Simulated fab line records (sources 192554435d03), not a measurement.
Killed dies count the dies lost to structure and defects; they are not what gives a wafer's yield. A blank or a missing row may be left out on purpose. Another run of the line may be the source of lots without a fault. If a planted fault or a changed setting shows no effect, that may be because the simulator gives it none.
Matching of chambers | flow n5Finfet | aldSin-01 running N5_BEOL_M2_ALD_98: 4 sister chambers
The step deposits SiO2, target thk 2.5 nm, pulse time 1 s, co reactant pulse time 1 s. 8 wafers are shown with their chamber, then 9 later ones without.

## WAFERS PAIRED WITH THEIR CHAMBERS
wafer  | chamber | heaterPowerW (W) | precursorPulseHeightRel
L082.6 | 1       | 80               | 1.002
L084.5 | 0       | 72               | 0.999
L084.6 | 1       | 84               | 1.005
L085.4 | 3       | 77               | 0.997
L085.6 | 0       | 73               | 1.018
L087.1 | 3       | 77               | 1.001
L087.2 | 2       | 77               | 0.975
L087.5 | 2       | 76               | 0.992

## WAFERS MISSING THEIR CHAMBER
wafer  | heaterPowerW (W) | precursorPulseHeightRel
L089.2 | 75               | 1.013
L089.3 | 77               | 0.998
L089.5 | 74               | 1.030
L090.4 | 74               | 0.973
L090.5 | 80               | 1.023
L090.6 | 78               | 0.972
L091.2 | 77               | 0.958
L091.4 | 75               | 0.982
L091.6 | 77               | 0.996

## WHICH CHAMBER EACH WENT THROUGH
wafer  | from the rows above          | in truth
L089.2 | can't be placed: 0 or 3 or 2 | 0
L089.3 | can't be placed: 3 or 2      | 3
L089.5 | can't be placed: 0 or 3      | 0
L090.4 | can't be placed: 2 or 3 or 0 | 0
L090.5 | can't be placed: 1 or 3      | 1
L090.6 | can't be placed: 2 or 3      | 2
L091.2 | can't be placed: 2 or 3      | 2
L091.4 | can't be placed: 2 or 3      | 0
L091.6 | can't be placed: 3 or 2      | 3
Placed correctly: 0 of 9. Not placeable from these rows: 9 (in 8, the candidates include the true chamber). Number placed wrongly: 0.
How it was worked out, from the rows above alone: a wafer's distance from a chamber is the root of the sum, over the readings, of the square of ((its reading less the chamber's mean) divided by the reading's scatter). If the next closest chamber is less than 2 further off than the closest, the wafer can't be placed; otherwise it belongs to the closest. The mean given for a chamber averages the wafers shown for that chamber. The scatter: take each reading less its chamber's mean, square it, sum over the shown wafers, divide by the number of wafers less the number of chambers, and take the root.
